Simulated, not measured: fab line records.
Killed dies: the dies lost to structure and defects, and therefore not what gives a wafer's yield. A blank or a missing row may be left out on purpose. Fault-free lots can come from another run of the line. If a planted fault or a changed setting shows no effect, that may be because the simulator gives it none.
Matching of chambers :: flow nand_harc :: NHARC_A_CONTACT_ETCH_102 on rie_diel-04 has 4 sister chambers
The step etches the open film in CF4/O2, target depth 100 nm, overetch 10 nm, time 55 s. 4 wafers are shown with their chamber, then 8 later ones without.

== WAFERS WITH THEIR CHAMBER ==
wafer: L081.6
chamber: 1
drypump_motor_current_A (A): 6.8

wafer: L084.1
chamber: 3
drypump_motor_current_A (A): 6.0

wafer: L084.6
chamber: 0
drypump_motor_current_A (A): 6.1

wafer: L087.2
chamber: 2
drypump_motor_current_A (A): 6.3

== WAFERS WITH NO CHAMBER GIVEN ==
wafer: L087.3
drypump_motor_current_A (A): 6.7

wafer: L087.5
drypump_motor_current_A (A): 6.8

wafer: L091.2
drypump_motor_current_A (A): 6.0

wafer: L091.4
drypump_motor_current_A (A): 6.8

wafer: L091.5
drypump_motor_current_A (A): 6.0

wafer: L092.1
drypump_motor_current_A (A): 6.0

wafer: L092.3
drypump_motor_current_A (A): 6.1

wafer: L092.6
drypump_motor_current_A (A): 6.3

== CHAMBER TAKEN BY EACH ==
wafer: L087.3
from the rows above: 1
in truth: 1

wafer: L087.5
from the rows above: 1
in truth: 1

wafer: L091.2
from the rows above: 3
in truth: 3

wafer: L091.4
from the rows above: 1
in truth: 1

wafer: L091.5
from the rows above: 3
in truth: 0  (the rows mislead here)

wafer: L092.1
from the rows above: 3
in truth: 3

wafer: L092.3
from the rows above: 0
in truth: 0

wafer: L092.6
from the rows above: 2
in truth: 2
Correctly placed: 7 of 8. Not placeable from these rows: 0. Number placed wrongly: 1.
How it was worked out, from the rows above alone: a wafer's distance from a chamber is the root of the sum, over the readings, of the square of ((its reading less the chamber's mean) divided by the reading's scatter). The wafer belongs to the nearest chamber; if the next one is less than 2 further off, it can't be placed. The mean given for a chamber averages the wafers shown for that chamber. The scatter: with one shown wafer a chamber, the root of the mean of the squares of how far each hidden wafer lies from its nearest shown one.
